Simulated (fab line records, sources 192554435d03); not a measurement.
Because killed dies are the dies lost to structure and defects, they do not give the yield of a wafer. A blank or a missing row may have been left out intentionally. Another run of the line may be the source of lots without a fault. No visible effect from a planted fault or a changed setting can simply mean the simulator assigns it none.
Comparing a struck lot with a sound one	flow n5-finfet	16 out of 1938 route steps
Sound: the wafers L637.3, L637.5, L637.6. Struck: wafers L649.2, L649.3 (left out: L649.6, a lot-mate that was not struck); the cause follows at the end.
Per side, at each step with rows, come the tool, then ch with its chambers, and then its first start. Under that, the readings that differ: sound wafers	struck wafers	difference of the means	sigmas: that difference in standard deviations of wafers without a fault.
alike: words and numbers the same on both sides, and readings whose means are apart by under 2 such deviations; not compared: readings that were withheld, readings missing a value for some wafer, numbers with overlapping values and no deviation given by the record, and bounds like >300 which may hide the same value.
The two part at a step that has a row with sigmas, a row that says differs or no value, or rows on one side only. Non-overlapping numbers with no deviation appear without sigmas and do not part them. A reading missing from all wafers of one side parts the sides only when that side holds two or more wafers.

first, 4 steps without rows for these wafers: N5_BEOL_M2_SOFTBAKE_23 (time 60 s); N5_BEOL_M2_EXPOSE_25 (exposes mask V1, defocus 5 nm); N5_BEOL_M2_PEB_26 (peb time 60 s); N5_BEOL_M2_DEVELOP_27 (develop time 30 s).
N5_BEOL_M2_CD_MEAS_28: target cd 26.2 nm, target cd y 24.1 nm.
  sound on cd-sem-01 ch 0, day 8 04:37; struck on cd-sem-01 ch 0, day 11 19:05
  alike: cd-nm
N5_BEOL_M2_OVL_MEAS_29:
  sound on overlay-01 ch 0, day 8 04:39; struck on overlay-01 ch 0, day 11 19:07
  alike: V1_OVL
N5_BEOL_M2_INSPECT_30: inspects for defects (brightfield).
  sound on defect-inspect-01 at day 8 04:42; struck on defect-inspect-01 at day 11 19:10
  alike: raw-defect-count
N5_BEOL_M2_DESCUM_33: chemistry O2, time 7 s.
  sound on rie-diel-05 ch 0,1, day 8 04:44; struck on rie-diel-05 ch 2,3, day 11 19:12
  alike: drypump-motor-current-A, oes-product-au, rf-vpp-V, showerhead-plenum-p-Torr, throttle-valve-pct
  not compared: rf-hours-counter-h
N5_BEOL_M2_ETCH_77: etches underlayer in N2/H2, target depth 6.5 nm, time 5.2 s.
  sound on rie-diel-05 ch 0,1, day 8 04:46; struck on rie-diel-05 ch 2,3, day 11 19:14
  alike: drypump-motor-current-A, etch-rf-on-time-s, h2-flow-sccm, n2-flow-sccm, oes-product-au, rf-vpp-V, showerhead-plenum-p-Torr, throttle-valve-pct
  not compared: rf-hours-counter-h
N5_BEOL_M2_ETCH_69: etches SiARC in CF4, target depth 15.6 nm, time 26 s.
  sound on rie-diel-05 ch 0,1, day 8 04:47; struck on rie-diel-05 ch 2,3, day 11 19:15
reading	sound	struck	difference	sigmas
mfc-ar-sccm (sccm)	100.35 99.86 100.53	99.69 99.41	-0.70	-2
  alike: drypump-motor-current-A, etch-rf-on-time-s, oes-product-au, rf-vpp-V, showerhead-plenum-p-Torr, throttle-valve-pct
  not compared: rf-hours-counter-h
N5_BEOL_M2_ALD_98: deposits SiO2, target thk 2.5 nm, pulse time 1 s, co reactant pulse time 1 s.
  sound on ald-sin-03 ch 1,2, day 8 04:52; struck on ald-sin-01 ch 1,2, day 11 19:20
  alike: heater-power-w, precursor-pulse-height-rel
N5_BEOL_M2_ETCHBACK_99: etches SiO2 in CHF3, target depth 5 nm, time 10.4 s.
  sound on rie-diel-05 ch 0,1,2, day 9 07:50; struck on rie-diel-03 ch 1,3, day 12 10:47
  alike: drypump-motor-current-A, mfc-ar-sccm, oes_f_703_au, oes-product-au, rf-vpp-V, showerhead-plenum-p-Torr, throttle-valve-pct
  not compared: rf-hours-counter-h
N5_BEOL_M2_ETCH_70: etches SOC in N2/H2, target depth 80 nm, overetch 24 nm, time 130 s.
  sound on rie-diel-05 ch 0,1,2, day 9 07:52; struck on rie-diel-03 ch 1,3, day 12 10:50
reading	sound	struck	difference	sigmas
model.SiARC_of_BEOL_M2_COAT_68.thk-nm (nm)	6 6 6	3.4 4	-2.3	
  alike: drypump-motor-current-A, h2-flow-sccm, n2-flow-sccm, oes-product-au, rf-vpp-V, showerhead-plenum-p-Torr, throttle-valve-pct
  not compared: rf-hours-counter-h
then, 1 step without rows for these wafers: N5_BEOL_M2_STRIP_71 (strips in N2/H2).
-- record jumps: 3 days separate the struck wafers' starts on either side; left off in module BEOL_M2, taken up again in module BEOL_M4, whose first shown step is the route's number 1111 --
N5_BEOL_M4_RC_MEAS_101:
  sound on prober-02 ch 0, day 10 22:00; struck on prober-02 ch 0, day 15 02:17
  alike: DIBL_N, DIBL_P, IOFF_N, IOFF_P, ION_N, ION_P, SS_N, SS_P, VT_N, VT_P
then, 1 step without rows for these wafers: N5_PASSIVATION_PROBE_49.

## WHERE THEY PART
Within this record, at N5_BEOL_M2_ETCH_69 only. Later steps at which nothing parts them and some readings are alike: N5_BEOL_M2_ALD_98, N5_BEOL_M2_ETCHBACK_99, N5_BEOL_M2_ETCH_70, N5_BEOL_M4_RC_MEAS_101.

WHY: what the simulator had put in
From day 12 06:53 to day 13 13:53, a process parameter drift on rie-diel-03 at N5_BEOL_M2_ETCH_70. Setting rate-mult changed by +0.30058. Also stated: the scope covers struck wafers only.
